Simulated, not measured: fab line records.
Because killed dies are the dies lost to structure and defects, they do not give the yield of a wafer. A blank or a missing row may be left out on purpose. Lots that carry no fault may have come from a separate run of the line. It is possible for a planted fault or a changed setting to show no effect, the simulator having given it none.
fab line records | flow nandHarc
[record] lots = 6 | wafers = 18 | lastDay = 34
route steps=1302 shown P_M2@330 END@1302
lots with no fault: from the same line, run without faults
startH: the number of hours between the record's first day and the start of the first shown wafer of the lot | waitH: hours since the lot's step before | " unchanged from the row above | L1.1+2: one row covering several wafers at once | - no value present, or no start provided | * or withheld: withheld | < > ~ a bound
route shown NAME@n: NAME is a module with steps in the file, n the number in the route of the first one | usual: the fault-free wafers' mean and standard deviation | same: alike in all rows | chamber/n: place in a boat | sites: the reading at each site | _std_site: the standard deviation of these | _edge_site: mean of outer sites minus mean of inner sites | radiusMm: for every site, how far away it sits from the centre of the wafer | mask NAME#n: copy n | behind: the tool/chamber that last shaped the wafer | hold: what put the lot on hold/how long, in hours/how the hold closed | device: whichever transistor did not switch (one of n, p or np) | end of line: the tests these same wafers got at the end of their route | a step without rows: its recipe alone | killed: not the wafer's yield, but the dies lost to structure and defects at the first sort | map: the dies of a wafer, with x for killed, . for not killed, _ for no die there
set.NAME: the run value of the setting; set.NAME@STEP: its run value at that earlier step | model.NAME: the simulator's own value behind a step, which no gauge read
lots seen at some steps along the route; tables by step, rows by wafer
services: when a tool's chamber went out of use (startH, in hours from the record's first day, below 0 if earlier), for how many hours, and the reason
[[steps]]
[step NHARC_P_M2_INSPECT_11]
[usual] rawDefectCount = 4.5/2.2
lot.wafer | tool             | chamber | startH | waitH | rawDefectCount
L731.1    | defectInspect-02 | -       | 160.87 | 0.0   | 9
L731.4    | "                | -       | "      | "     | 4
L731.5    | "                | -       | "      | "     | 8
L736.2    | defectInspect-02 | -       | 209.36 | 0.0   | 3
L736.3    | "                | -       | "      | "     | 2
L736.4    | "                | -       | "      | "     | 2
L738.2    | defectInspect-01 | -       | 237.94 | 0.0   | 4
L738.4    | "                | -       | "      | "     | 6
L738.5    | "                | -       | "      | "     | 1
L747.1    | defectInspect-02 | -       | 334.51 | 0.0   | 5
L747.3    | "                | -       | "      | "     | 4
L747.5    | "                | -       | "      | "     | 6
L749.2    | defectInspect-01 | -       | 340.56 | 0.0   | 7
L749.5    | "                | -       | "      | "     | 3
L749.6    | "                | -       | "      | "     | 4
L751.3    | defectInspect-02 | -       | 366.94 | 0.0   | 6
L751.4    | "                | -       | "      | "     | 5
L751.6    | "                | -       | "      | "     | 3
[step NHARC_P_M2_DESCUM_14]
[recipe] timeS = 3 | o2FlowSccm = 200 | arFlowSccm = 0 | biasPowerW = 0 | chemistry = O2
[usual] drypumpMotorCurrentA = 5.8/0.42 | oesProductAu = 0.996/0.011 | rfVppV = 57.8/0.93 | showerheadPlenumPTorr = 1.91/0.099 | throttleValvePct = 11.312/0.0094
lot.wafer | tool       | chamber | startH | waitH | drypumpMotorCurrentA | oesProductAu | rfHoursCounterH | rfVppV | showerheadPlenumPTorr | throttleValvePct
L731.4    | rieDiel-03 | 3       | 160.94 | 0.1   | 5.0                  | 1.008        | 2.8             | 59.3   | 1.99                  | 11.306
L731.1    | "          | 0       | "      | "     | 5.9                  | 1.008        | 3.0             | 58.6   | 1.91                  | 11.298
L731.5    | "          | 3       | "      | "     | 5.0                  | 1.004        | -               | 58.0   | 1.99                  | 11.322
L736.4    | rieDiel-03 | 3       | 209.42 | 0.1   | 5.0                  | 1.008        | 5.1             | 58.4   | 1.98                  | 11.319
L736.3    | "          | 0       | "      | "     | 5.9                  | 0.995        | 5.1             | 58.9   | 1.90                  | 11.321
L736.2    | "          | 1       | "      | "     | 6.3                  | 0.988        | 3.3             | 57.5   | 2.04                  | 11.300
L738.4    | rieDiel-12 | 2       | 238.00 | 0.1   | 5.6                  | 0.985        | 7.1             | 56.8   | 1.93                  | 11.313
L738.2    | "          | 1       | "      | "     | 6.2                  | 0.988        | 8.7             | 57.2   | 1.81                  | 11.306
L738.5    | "          | 2       | "      | "     | 5.6                  | 0.984        | -               | 57.6   | 1.93                  | 11.312
L747.1    | rieDiel-03 | 2       | 334.57 | 0.1   | 5.7                  | 1.000        | 1.9             | 56.8   | 1.79                  | 11.306
L747.3    | "          | 0       | "      | "     | 5.9                  | 1.005        | 2.0             | 57.6   | 1.90                  | 11.304
L747.5    | "          | 3       | "      | "     | 5.0                  | 1.009        | -               | 58.0   | 1.98                  | 11.323
L749.2    | rieDiel-03 | 3       | 340.64 | 0.1   | 5.0                  | 1.001        | 1.9             | 56.9   | 1.98                  | 11.310
L749.6    | "          | 0       | "      | "     | 6.0                  | 0.998        | -               | 59.0   | 1.90                  | 11.311
L749.5    | "          | 1       | "      | "     | 6.3                  | 0.999        | -               | 59.0   | 2.04                  | 11.311
L751.3    | rieDiel-03 | 0       | 367.00 | 0.1   | 6.0                  | 1.004        | 3.4             | 58.1   | 1.90                  | 11.321
L751.4    | "          | 1       | "      | "     | 6.3                  | 1.002        | 3.6             | 57.9   | 2.04                  | 11.308
L751.6    | "          | 3       | "      | "     | 5.0                  | 0.999        | -               | 58.6   | 1.98                  | 11.308
[step NHARC_P_M2_ETCH_35]
[recipe] targetDepthA = 400 | overetchA = 120 | timeS = 43.94 | ionEnergyEv = 200 | n2FlowSccm = 150 | h2FlowSccm = 150 | arFlowSccm = 0 | rfW = 400 | biasW = 150 | chemistry = N2/H2
[usual] biasW = 150.0/0.47 | drypumpMotorCurrentA = 5.8/0.42 | n2FlowSccm = 150.0/0.47 | oesProductAu = 0.997/0.011 | rfVppV = 430.4/3 | showerheadPlenumPTorr = 2.03/0.11 | throttleValvePct = 14.171/0.01
lot.wafer | tool       | chamber | startH | waitH | biasW | drypumpMotorCurrentA | n2FlowSccm | oesProductAu | rfHoursCounterH | rfVppV | showerheadPlenumPTorr | throttleValvePct
L731.1    | rieDiel-03 | 2       | 161.02 | 0.1   | 149.8 | 5.7                  | 150.1      | 1.003        | 2.7             | 427.9  | 1.91                  | 14.185
L731.4    | "          | 3       | "      | "     | 149.3 | 5.0                  | 150.8      | 1.012        | 2.8             | 431.9  | 2.12                  | 14.154
L731.5    | "          | 3       | "      | "     | 149.6 | 4.9                  | 150.0      | 0.996        | -               | 431.7  | 2.12                  | 14.157
L736.4    | rieDiel-03 | 1       | 209.51 | 0.1   | 150.5 | 6.3                  | 149.8      | 0.994        | 3.3             | 434.8  | 2.18                  | 14.166
L736.2    | "          | 2       | "      | "     | 149.3 | 5.7                  | 149.4      | 0.998        | 4.7             | 427.3  | 1.91                  | 14.165
L736.3    | "          | 3       | "      | "     | 150.3 | 4.9                  | 150.0      | 1.011        | 5.1             | 433.4  | 2.12                  | 14.159
L738.2    | rieDiel-12 | 0       | 238.09 | 0.1   | 150.4 | 6.0                  | 149.8      | 1.006        | 9.5             | 427.6  | 1.92                  | 14.175
L738.4    | "          | 2       | "      | "     | 149.7 | 5.6                  | 150.5      | 0.978        | 7.1             | 430.9  | 2.05                  | 14.175
L738.5    | "          | 0       | "      | "     | 150.5 | 5.9                  | 150.0      | 1.009        | -               | 427.2  | 1.92                  | 14.180
L747.1    | rieDiel-03 | 3       | 334.66 | 0.1   | 149.5 | 5.0                  | 149.4      | 1.000        | 1.7             | 433.1  | 2.12                  | 14.188
L747.3    | "          | 1       | "      | "     | 149.5 | 6.3                  | 149.4      | 1.005        | 2.2             | 433.8  | 2.18                  | 14.162
L747.5    | "          | 3       | "      | "     | 149.3 | 5.0                  | 149.7      | 1.007        | -               | 433.4  | 2.12                  | 14.181
L749.2    | rieDiel-03 | 3       | 340.71 | 0.1   | 150.0 | 4.9                  | 150.6      | 1.002        | 1.9             | 432.0  | 2.12                  | 14.166
L749.6    | "          | 2       | "      | "     | 149.2 | 5.6                  | 149.9      | 0.998        | -               | 427.8  | 1.91                  | 14.173
L749.5    | "          | 3       | "      | "     | 149.9 | 5.0                  | 149.9      | 1.000        | -               | 432.6  | 2.11                  | 14.158
L751.4    | rieDiel-03 | 3       | 367.08 | 0.1   | 150.1 | 5.0                  | 149.7      | 0.998        | 2.8             | 432.0  | 2.11                  | 14.192
L751.3    | "          | 2       | "      | "     | 150.1 | 5.6                  | 150.3      | 0.997        | 3.1             | 426.3  | 1.91                  | 14.168
L751.6    | "          | 0       | "      | "     | 150.1 | 6.0                  | 149.4      | 1.001        | -               | 430.3  | 2.03                  | 14.182
[step NHARC_P_M2_ETCH_15]
[recipe] targetDepthA = 1825 | timeS = 91.2 | c4f8FlowSccm = withheld | arFlowSccm = 400 | rfW = 600 | biasW = 300 | chemistry = C4F8/Ar
[step NHARC_P_M2_CD_MEAS_16]
[usual] cdNm = 170.2/0.92
lot.wafer | tool     | chamber | startH | waitH | cdNm
L731.1    | cdSem-03 | -       | 161.24 | -     | 170.8
L731.4    | "        | -       | "      | "     | 171.1
L731.5    | "        | -       | "      | "     | 171.1
L736.2    | cdSem-03 | -       | 209.73 | -     | 171.4
L736.3    | "        | -       | "      | "     | 172.2
L736.4    | "        | -       | "      | "     | 170.7
L738.2    | cdSem-02 | -       | 238.31 | -     | 169.8
L738.4    | "        | -       | "      | "     | 171.1
L738.5    | "        | -       | "      | "     | 170.7
L747.1    | cdSem-03 | -       | 334.87 | -     | 171.6
L747.3    | "        | -       | "      | "     | 172.0
L747.5    | "        | -       | "      | "     | 171.1
L749.2    | cdSem-01 | -       | 340.92 | -     | 170.8
L749.5    | "        | -       | "      | "     | 171.2
L749.6    | "        | -       | "      | "     | 171.3
L751.3    | cdSem-03 | -       | 367.30 | -     | 170.5
L751.4    | "        | -       | "      | "     | 170.6
L751.6    | "        | -       | "      | "     | 170.6
[step NHARC_P_M2_STRIP_18]
[recipe] powerW = 1000 | n2FlowSccm = 150 | h2FlowSccm = 150 | arFlowSccm = 0 | biasW = 0 | chemistry = N2/H2
[usual] drypumpMotorCurrentA = 5.8/0.41 | n2FlowSccm = 150.1/0.47 | oesProductAu = 0.997/0.01 | rfVppV = 90.7/1 | showerheadPlenumPTorr = 2.05/0.11 | throttleValvePct = 14.171/0.0089
[same] biasW = 0
lot.wafer | tool       | chamber | startH | waitH | drypumpMotorCurrentA | n2FlowSccm | oesProductAu | rfHoursCounterH | rfVppV | showerheadPlenumPTorr | throttleValvePct
L731.1    | rieDiel-04 | 1       | 161.36 | 0.1   | 5.4                  | 150.6      | 0.991        | 9.0             | 91.3   | 2.19                  | 14.174
L731.4    | "          | 2       | "      | "     | 5.6                  | 150.9      | 0.998        | 10.3            | 92.3   | 2.10                  | 14.170
L731.5    | "          | 0       | "      | "     | 5.5                  | 149.5      | 0.977        | -               | 89.4   | 2.10                  | 14.174
L736.4    | rieDiel-04 | 1       | 209.80 | 0.1   | 5.4                  | 149.1      | 1.001        | 0.4             | 90.8   | 2.19                  | 14.174
L736.2    | "          | 2       | "      | "     | 5.7                  | 149.6      | 0.982        | 0.4             | 92.4   | 2.10                  | 14.157
L736.3    | "          | 3       | "      | "     | 6.5                  | 149.4      | 0.998        | 0.4             | 92.6   | 2.20                  | 14.164
L738.4    | rieDiel-03 | 2       | 238.40 | 0.1   | 5.7                  | 150.3      | 0.986        | 6.0             | 88.8   | 1.91                  | 14.162
L738.2    | "          | 0       | "      | "     | 5.9                  | 150.3      | 0.983        | 6.6             | 90.3   | 2.03                  | 14.159
L738.5    | "          | 1       | "      | "     | 6.3                  | 150.8      | 0.996        | -               | 91.4   | 2.18                  | 14.173
L747.1    | rieDiel-03 | 1       | 334.97 | 0.1   | 6.3                  | 150.0      | 0.999        | 2.2             | 91.8   | 2.18                  | 14.188
L747.3    | "          | 3       | "      | "     | 4.9                  | 150.4      | 1.016        | 1.8             | 89.7   | 2.12                  | 14.152
L747.5    | "          | 1       | "      | "     | 6.3                  | 150.3      | 1.001        | -               | 90.7   | 2.18                  | 14.182
L749.2    | rieDiel-04 | 3       | 341.08 | 0.2   | 6.5                  | 149.9      | 1.003        | 5.5             | 90.6   | 2.19                  | 14.192
L749.6    | "          | 0       | "      | "     | 5.5                  | 150.6      | 0.996        | -               | 90.9   | 2.10                  | 14.168
L749.5    | "          | 1       | "      | "     | 5.4                  | 149.1      | 1.001        | -               | 94.1   | 2.19                  | 14.165
L751.3    | rieDiel-12 | 2       | 367.42 | 0.1   | 5.6                  | 150.7      | 0.997        | 5.0             | 92.0   | 2.05                  | 14.157
L751.4    | "          | 3       | "      | "     | 5.8                  | 150.1      | 1.008        | 4.8             | 91.2   | 1.89                  | 14.170
L751.6    | "          | 0       | "      | "     | 5.9                  | 149.9      | 1.013        | -               | 89.4   | 1.92                  | 14.171
[step NHARC_P_M2_ETCH_28]
[recipe] targetDepthA = 300 | overEtchFrac = 0.3 | timeS = 72.99 | ionEnergyEv = 150 | cf4FlowSccm = 50 | n2FlowSccm = 100 | arFlowSccm = 150 | rfW = 300 | biasW = 100 | chemistry = CF4/N2
[step NHARC_P_M2_STRIP_19]
[recipe] timeS = 600 | tempC = 30 | chemistry = postEtchResidueRemover
[step NHARC_P_M2_DEGAS_29]
[recipe] tempC = 250 | timeS = 60
[step NHARC_P_M2_PRE_CLEAN_30]
[recipe] timeS = 30 | tempC = 280 | gas = H2/He
[step NHARC_P_M2_PVD_20]
[recipe] targetThkA = 50 | biasV = 168.6 | powerW = 15000 | chamberPressurePa = 0.12 | timeS = 8.06 | substrateTempC = 50 | material = TaN
[usual] throttleValvePct = 29.6/0.75
lot.wafer | tool          | chamber | startH | waitH | throttleValvePct
L731.4    | pvdSputter-03 | -       | -      | -     | 30.2
L731.1    | "             | -       | "      | "     | 29.4
L731.5    | "             | -       | "      | "     | 29.9
L736.2    | pvdSputter-02 | -       | -      | -     | 29.7
L736.3    | "             | -       | "      | "     | 29.8
L736.4    | "             | -       | "      | "     | 30.6
L738.4    | pvdSputter-01 | -       | -      | -     | 28.8
L738.2    | "             | -       | "      | "     | 29.7
L738.5    | "             | -       | "      | "     | 28.9
L747.3    | pvdSputter-01 | -       | -      | -     | 29.6
L747.1    | "             | -       | "      | "     | 29.0
L747.5    | "             | -       | "      | "     | 29.7
L749.2    | pvdSputter-01 | -       | -      | -     | 30.7
L749.6    | "             | -       | "      | "     | 29.7
L749.5    | "             | -       | "      | "     | 28.7
L751.3    | pvdSputter-03 | -       | -      | -     | 29.2
L751.4    | "             | -       | "      | "     | 29.4
L751.6    | "             | -       | "      | "     | 28.9
[step NHARC_P_M2_PVD_21]
[recipe] targetThkA = 300 | chamberPressurePa = 5 | powerW = 5000 | substrateTempC = 30 | timeS = 20.49 | material = Cu
[usual] throttleValvePct = 29.6/0.77
lot.wafer | tool          | chamber | startH | waitH | throttleValvePct
L731.1    | pvdSputter-03 | -       | -      | -     | 29.2
L731.4    | "             | -       | "      | "     | 29.7
L731.5    | "             | -       | "      | "     | 29.2
L736.4    | pvdSputter-02 | -       | -      | -     | 29.8
L736.2    | "             | -       | "      | "     | 30.8
L736.3    | "             | -       | "      | "     | 29.9
L738.2    | pvdSputter-01 | -       | -      | -     | 28.8
L738.4    | "             | -       | "      | "     | 30.8
L738.5    | "             | -       | "      | "     | 29.8
L747.3    | pvdSputter-01 | -       | -      | -     | 29.8
L747.1    | "             | -       | "      | "     | 28.9
L747.5    | "             | -       | "      | "     | 29.5
L749.2    | pvdSputter-01 | -       | -      | -     | 30.6
L749.6    | "             | -       | "      | "     | 29.7
L749.5    | "             | -       | "      | "     | 29.0
L751.3    | pvdSputter-03 | -       | -      | -     | 29.4
L751.4    | "             | -       | "      | "     | 29.3
L751.6    | "             | -       | "      | "     | 29.5
[step NHARC_P_M2_ECD_22]
[recipe] targetThkA = 4000 | bathTempC = 25 | material = Cu
lot.wafer  | tool     | chamber | startH | waitH
L731.1+4+5 | ecdCu-02 | 1,1,0   | 162.65 | -
L736.2+3+4 | ecdCu-02 | 1,0,1   | 210.87 | -
L738.2+4+5 | ecdCu-02 | 1,0,1   | 239.42 | -
L747.1+3+5 | ecdCu-01 | 0,1,0   | 335.98 | -
L749.2+5+6 | ecdCu-02 | 0,1,0   | 342.05 | -
L751.4+3+6 | ecdCu-01 | 0,1,1   | 368.47 | -
[step NHARC_P_M2_ANNEAL_31]
[recipe] tempC = 225 | timeS = 90
[step NHARC_P_M2_CMP_23]
[recipe] tOverpolishS = 20 | targetThkNm = 144.3
[usual] motorCurrentA = 12.1/1.5 | timeToEndpointS = 29.2/2.8
lot.wafer | tool   | chamber | startH | waitH | motorCurrentA | timeToEndpointS
L731.4    | cmp-04 | 1       | 163.39 | -     | 13.2          | 28.9
L731.1    | "      | 2       | "      | "     | 12.8          | 31.2
L731.5    | "      | 3       | "      | "     | 10.5          | 33.5
L736.3    | cmp-03 | 3       | 211.54 | -     | 14.6          | 29.2
L736.2    | "      | 0       | "      | "     | 12.9          | 29.5
L736.4    | "      | 1       | "      | "     | 11.0          | 17.8
L738.4    | cmp-02 | 1       | 240.09 | -     | 11.3          | 11.7
L738.2    | "      | 2       | "      | "     | 12.4          | 27.9
L738.5    | "      | 1       | "      | "     | 11.7          | 24.9
L747.3    | cmp-03 | 1       | 336.73 | -     | 11.0          | 29.4
L747.1    | "      | 3       | "      | "     | 15.4          | 25.2
L747.5    | "      | 0       | "      | "     | 12.6          | 26.1
L749.2    | cmp-04 | 0       | 342.82 | -     | 9.8           | 28.3
L749.6    | "      | 1       | "      | "     | 12.8          | 28.1
L749.5    | "      | 2       | "      | "     | 12.8          | 29.9
L751.4    | cmp-04 | 1       | 369.09 | -     | 13.1          | 27.0
L751.3    | "      | 2       | "      | "     | 13.1          | 28.0
L751.6    | "      | 1       | "      | "     | 13.5          | 29.4
[step NHARC_P_M2_THK_MEAS_24]
[recipe] thkMeasGauge = xrf
[usual] thkNm = 144.5/1.5
lot.wafer | tool         | chamber | startH | waitH | thkNm
L731.1    | filmMetro-02 | -       | 163.65 | -     | 146.6
L731.4    | "            | -       | "      | "     | 146.9
L731.5    | "            | -       | "      | "     | 147.0
L736.2    | filmMetro-01 | -       | 211.86 | -     | 146.4
L736.3    | "            | -       | "      | "     | 145.5
L736.4    | "            | -       | "      | "     | 147.1
L738.2    | filmMetro-02 | -       | 240.40 | -     | 144.0
L738.4    | "            | -       | "      | "     | 141.1
L738.5    | "            | -       | "      | "     | 142.5
L747.1    | filmMetro-01 | -       | 337.01 | -     | 143.1
L747.3    | "            | -       | "      | "     | 146.4
L747.5    | "            | -       | "      | "     | 142.3
L749.2    | filmMetro-01 | -       | 343.05 | -     | 143.6
L749.5    | "            | -       | "      | "     | 145.9
L749.6    | "            | -       | "      | "     | 142.9
L751.3    | filmMetro-02 | -       | 369.41 | -     | 143.9
L751.4    | "            | -       | "      | "     | 143.2
L751.6    | "            | -       | "      | "     | 145.6
[step NHARC_END_SORT_01]
[recipe] tempC = 25
[usual] defectLimitedYield = 91.2/2.6 | killedAtArray = 55/17 | killedAtOther = 1.1/1.6 | killedAtPeriphery = 3.8/2.5 | killedDies = 60/18 | killedOpen = 3.3/1.9 | killedShort = 2.5/1.7
[same] grossDies = 677
lot.wafer | tool      | chamber | startH | waitH | defectLimitedYield[%] | killedAtArray | killedAtOther | killedAtPeriphery | killedDies | killedOpen | killedShort
L736.2    | prober-01 | 0       | 625.27 | 2.8   | 92.9                  | 47            | 0             | 1                 | 48         | 2          | 8
L736.3    | prober-01 | 0       | 626.06 | 3.1   | 95.7                  | 29            | 0             | 0                 | 29         | 0          | 4
L736.4    | prober-01 | 0       | 626.85 | 3.4   | 95.3                  | 30            | 2             | 0                 | 32         | 0          | 0
L738.2    | prober-01 | 0       | 668.46 | 2.8   | 94.4                  | 34            | 0             | 4                 | 38         | 4          | 0
L738.4    | prober-01 | 0       | 670.08 | 3.4   | 91.1                  | 54            | 1             | 5                 | 60         | 5          | 1
L738.5    | prober-01 | 0       | 670.89 | 3.7   | 94.8                  | 31            | 1             | 3                 | 35         | 5          | 2
L749.2    | prober-01 | 0       | 765.25 | 2.8   | 90.5                  | 57            | 5             | 2                 | 64         | 4          | 0
L749.5    | prober-01 | 0       | 767.67 | 3.7   | 91.4                  | 51            | 4             | 3                 | 58         | 5          | 4
L749.6    | prober-01 | 0       | 768.48 | 4.0   | 91.0                  | 45            | 11            | 5                 | 61         | 8          | 2
L747.1    | prober-01 | 0       | 772.25 | 2.5   | 93.8                  | 37            | 0             | 5                 | 42         | 4          | 3
L747.3    | prober-01 | 0       | 773.86 | 3.1   | 95.7                  | 26            | 0             | 3                 | 29         | 3          | 2
L747.5    | prober-01 | 0       | 775.48 | 3.7   | 95.3                  | 32            | 0             | 0                 | 32         | 3          | 2
L751.3    | prober-02 | 0       | 802.06 | 3.1   | 93.6                  | 40            | 1             | 2                 | 43         | 1          | 4
L751.4    | prober-02 | 0       | 802.86 | 3.4   | 90.8                  | 59            | 0             | 3                 | 62         | 3          | 1
L751.6    | prober-02 | 0       | 804.46 | 4.0   | 93.4                  | 42            | 0             | 3                 | 45         | 2          | 2
// killed by level:class
L736.2 A_CHANNEL_HOLE_D2:chamberFilmFlake=10 A_M1:chamberFilmFlake=8 A_CHANNEL_HOLE_D1:chamberFilmFlake=7 A_CONTACT:chamberFilmFlake=7 A_DECK1_JOINT:chamberFilmFlake=3 A_CHANNEL_FILL_D2:geometricParticle:short=2 P_M1:geometricParticle:short=1 A_SOURCE_PLATE:geometricParticle:open=1
L736.3 A_CHANNEL_HOLE_D2:chamberFilmFlake=7 A_CONTACT:chamberFilmFlake=5 A_M1:chamberFilmFlake=5 A_CHANNEL_HOLE_D1:chamberFilmFlake=4 A_WL_FILL:geometricParticle:short=2 A_STAIRCASE:chamberFilmFlake=2 A_CHANNEL_HOLE_D1:geometricParticle:short=1 A_STAIRCASE:geometricParticle:short=1
L736.4 A_CHANNEL_HOLE_D2:chamberFilmFlake=16 A_M1:chamberFilmFlake=5 A_CONTACT:chamberFilmFlake=4 A_WL_FILL:chamberFilmFlake=2 A_CHANNEL_HOLE_D1:chamberFilmFlake=1 A_SLIT:chamberFilmFlake=1 A_BLC:chamberFilmFlake=1 THIN_TSV:chamberFilmFlake=1
L738.2 A_SLIT:chamberFilmFlake=11 A_CHANNEL_HOLE_D2:chamberFilmFlake=6 A_CONTACT:chamberFilmFlake=6 A_DECK1_JOINT:chamberFilmFlake=3 A_STAIRCASE:chamberFilmFlake=3 P_GATE:chamberFilmFlake=2 A_ZERO_WELL:chamberFilmFlake=2 P_CONTACT:geometricParticle:open=1
L738.4 A_SLIT:chamberFilmFlake=23 A_CHANNEL_HOLE_D2:chamberFilmFlake=14 A_CONTACT:chamberFilmFlake=6 P_GATE:chamberFilmFlake=5 A_ONON_D2:geometricParticle:open=2 A_CHANNEL_HOLE_D1:chamberFilmFlake=2 A_ONON_D1:geometricParticle:open=1 A_DECK1_JOINT:geometricParticle:open=1
L738.5 A_SLIT:chamberFilmFlake=14 A_CHANNEL_HOLE_D2:chamberFilmFlake=4 A_CONTACT:chamberFilmFlake=4 P_CONTACT:geometricParticle:open=2 A_STAIRCASE:chamberFilmFlake=2 A_CHANNEL_FILL_D1:geometricParticle:short=1 A_ONON_D2:geometricParticle:open=1 A_ONON_D2:geometricParticle:short=1
L749.2 A_CHANNEL_HOLE_D2:chamberFilmFlake=26 A_CONTACT:chamberFilmFlake=13 A_CHANNEL_HOLE_D1:chamberFilmFlake=10 A_SLIT:chamberFilmFlake=5 THIN_TSV:chamberFilmFlake=5 A_WL_FILL:geometricParticle:open=3 P_GATE:geometricParticle:open=1 P_M0:chamberFilmFlake=1
L749.5 A_CHANNEL_HOLE_D2:chamberFilmFlake=23 A_CHANNEL_HOLE_D1:chamberFilmFlake=9 A_CONTACT:chamberFilmFlake=9 A_SLIT:chamberFilmFlake=4 THIN_TSV:chamberFilmFlake=4 P_GATE:geometricParticle:open=1 P_CONTACT:geometricParticle:open=1 P_M0:geometricParticle:open=1
L749.6 A_CHANNEL_HOLE_D1:chamberFilmFlake=13 A_CHANNEL_HOLE_D2:chamberFilmFlake=12 THIN_TSV:chamberFilmFlake=11 A_SLIT:chamberFilmFlake=7 A_CONTACT:chamberFilmFlake=6 P_M1:geometricParticle:open=2 A_BLC:geometricParticle:open=2 P_M0:geometricParticle:short=1
L747.1 A_SLIT:chamberFilmFlake=18 A_STAIRCASE:chamberFilmFlake=6 A_CHANNEL_HOLE_D1:chamberFilmFlake=5 A_WL_FILL:chamberFilmFlake=2 P_GATE:geometricParticle:open=1 P_GATE:geometricParticle:short=1 P_M0:geometricParticle:open=1 A_CHANNEL_HOLE_D1:geometricParticle:short=1
L747.3 A_SLIT:chamberFilmFlake=14 A_CHANNEL_HOLE_D1:chamberFilmFlake=3 A_CHANNEL_HOLE_D1:geometricParticle:open=2 P_GATE:chamberFilmFlake=2 A_ONON_D2:geometricParticle:short=1 A_CHANNEL_HOLE_D2:geometricParticle:short=1 A_WL_FILL:geometricParticle:open=1 P_CONTACT:chamberFilmFlake=1
L747.5 A_SLIT:chamberFilmFlake=17 A_CHANNEL_HOLE_D1:chamberFilmFlake=5 A_WL_FILL:chamberFilmFlake=3 A_ONON_D2:geometricParticle:short=1 A_CHANNEL_FILL_D2:geometricParticle:open=1 A_SGD_CUT:geometricParticle:short=1 A_WL_FILL:geometricParticle:open=1 A_BLC:geometricParticle:open=1
L751.3 A_CHANNEL_HOLE_D2:chamberFilmFlake=11 A_CHANNEL_HOLE_D1:chamberFilmFlake=10 A_CONTACT:chamberFilmFlake=8 A_SLIT:chamberFilmFlake=4 A_BLC:chamberFilmFlake=2 P_GATE:geometricParticle:short=1 P_M0:geometricParticle:short=1 A_CHANNEL_FILL_D1:geometricParticle:short=1
L751.4 A_CHANNEL_HOLE_D2:chamberFilmFlake=25 A_CHANNEL_HOLE_D1:chamberFilmFlake=14 A_SLIT:chamberFilmFlake=6 A_CONTACT:chamberFilmFlake=5 A_BLC:chamberFilmFlake=4 A_ZERO_WELL:chamberFilmFlake=2 P_M0:geometricParticle:open=1 P_M2:geometricParticle:open=1
L751.6 A_CHANNEL_HOLE_D2:chamberFilmFlake=16 A_SLIT:chamberFilmFlake=9 A_CONTACT:chamberFilmFlake=7 A_CHANNEL_HOLE_D1:chamberFilmFlake=6 P_STI:geometricParticle:short=1 P_M0:geometricParticle:open=1 A_ONON_D2:geometricParticle:open=1 A_BLC:geometricParticle:short=1
[[services]]
tool          | chamber | startH | hours | kind
ecdCu-01      | -       | 160.18 | 8.0   | pm
cmp-03        | -       | 162.24 | 4.0   | pm
pvdSputter-03 | -       | 172.59 | 10.0  | pm
rieDiel-12    | 3       | 174.38 | 8.2   | repair
rieDiel-04    | -       | 177.90 | 9.0   | pm
ecdCu-01      | -       | 181.33 | 7.1   | repair
cmp-04        | -       | 188.89 | 3.3   | repair
rieDiel-03    | 1       | 193.36 | 5.2   | repair
pvdSputter-02 | -       | 197.40 | 3.8   | repair
cmp-04        | -       | 209.06 | 4.0   | pm
pvdSputter-01 | -       | 209.98 | 1.1   | repair
cmp-04        | -       | 221.55 | 3.4   | repair
pvdSputter-01 | -       | 223.46 | 0.5   | repair
pvdSputter-01 | -       | 226.00 | 10.0  | pm
rieDiel-03    | 0       | 236.72 | 1.6   | repair
ecdCu-02      | -       | 244.00 | 8.0   | pm
rieDiel-12    | -       | 268.40 | 9.0   | pm
rieDiel-03    | -       | 281.30 | 9.0   | pm
pvdSputter-03 | -       | 297.40 | 0.5   | repair
cmp-04        | -       | 307.06 | 4.0   | pm
rieDiel-04    | -       | 317.41 | 0.2   | repair
rieDiel-12    | 1       | 339.26 | 4.1   | repair
pvdSputter-03 | -       | 350.59 | 10.0  | pm
rieDiel-04    | -       | 354.90 | 9.0   | pm
[[key]]
[firstSign] step = NHARC_P_M2_CMP_23 | reading = timeToEndpointS | direction = down | sigmas = 5.2 | usual = * | struck = *
effect none on later readings
metAt NHARC_P_M2_ECD_22
struckWafers L736.4,L738.4
onsetBetween 162.65 210.87
[fault] kind = processParameterDrift | tool = ecdCu-02 | chamber = - | onsetH = 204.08 | steps = NHARC_P_M2_ECD_22 | channel = targetThkA | offset = * | shape = step | endH = 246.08 | scope = struckWafersOnly | actsIn = * | stated = *
